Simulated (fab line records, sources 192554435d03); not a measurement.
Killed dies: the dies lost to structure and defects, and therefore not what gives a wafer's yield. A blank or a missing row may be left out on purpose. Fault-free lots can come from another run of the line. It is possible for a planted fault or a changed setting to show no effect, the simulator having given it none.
Matching of chambers :: flow n5Finfet :: 3 sister chambers for N5_BEOL_M11_STRIP_19 on rieDiel-06
The step strips in O2. 3 wafers are shown with their chamber, then 9 later ones without.

WAFERS WITH THEIR CHAMBER
wafer: L089.3
chamber: 2
showerheadPlenumPTorr (Torr): 2.10

wafer: L092.5
chamber: 3
showerheadPlenumPTorr (Torr): 2.05

wafer: L092.6
chamber: 1
showerheadPlenumPTorr (Torr): 2.22

WAFERS WHOSE CHAMBER IS MISSING
wafer: L095.2
showerheadPlenumPTorr (Torr): 2.21

wafer: L095.3
showerheadPlenumPTorr (Torr): 2.04

wafer: L095.6
showerheadPlenumPTorr (Torr): 2.04

wafer: L097.1
showerheadPlenumPTorr (Torr): 2.21

wafer: L097.3
showerheadPlenumPTorr (Torr): 2.04

wafer: L097.6
showerheadPlenumPTorr (Torr): 2.21

wafer: L096.4
showerheadPlenumPTorr (Torr): 2.04

wafer: L096.5
showerheadPlenumPTorr (Torr): 2.04

wafer: L096.6
showerheadPlenumPTorr (Torr): 2.10

WHICH CHAMBER EACH WENT THROUGH
wafer: L095.2
from the rows above: 1
in truth: 1

wafer: L095.3
from the rows above: 3
in truth: 3

wafer: L095.6
from the rows above: 3
in truth: 3

wafer: L097.1
from the rows above: 1
in truth: 1

wafer: L097.3
from the rows above: 3
in truth: 3

wafer: L097.6
from the rows above: 1
in truth: 1

wafer: L096.4
from the rows above: 3
in truth: 3

wafer: L096.5
from the rows above: 3
in truth: 3

wafer: L096.6
from the rows above: 2
in truth: 2
Placed correctly: 9 of 9. Can't be placed from these rows: 0. Placed wrongly: 0.
How it was worked out, from the rows above alone: a wafer's distance from a chamber is the root of the sum, over the readings, of the square of ((its reading less the chamber's mean) divided by the reading's scatter). The wafer belongs to the nearest chamber; if the next one is less than 2 further off, it can't be placed. Each chamber's mean is taken over the wafers shown for it. The scatter: root of mean squared gap, hidden wafer to nearest shown wafer, with one shown wafer a chamber.
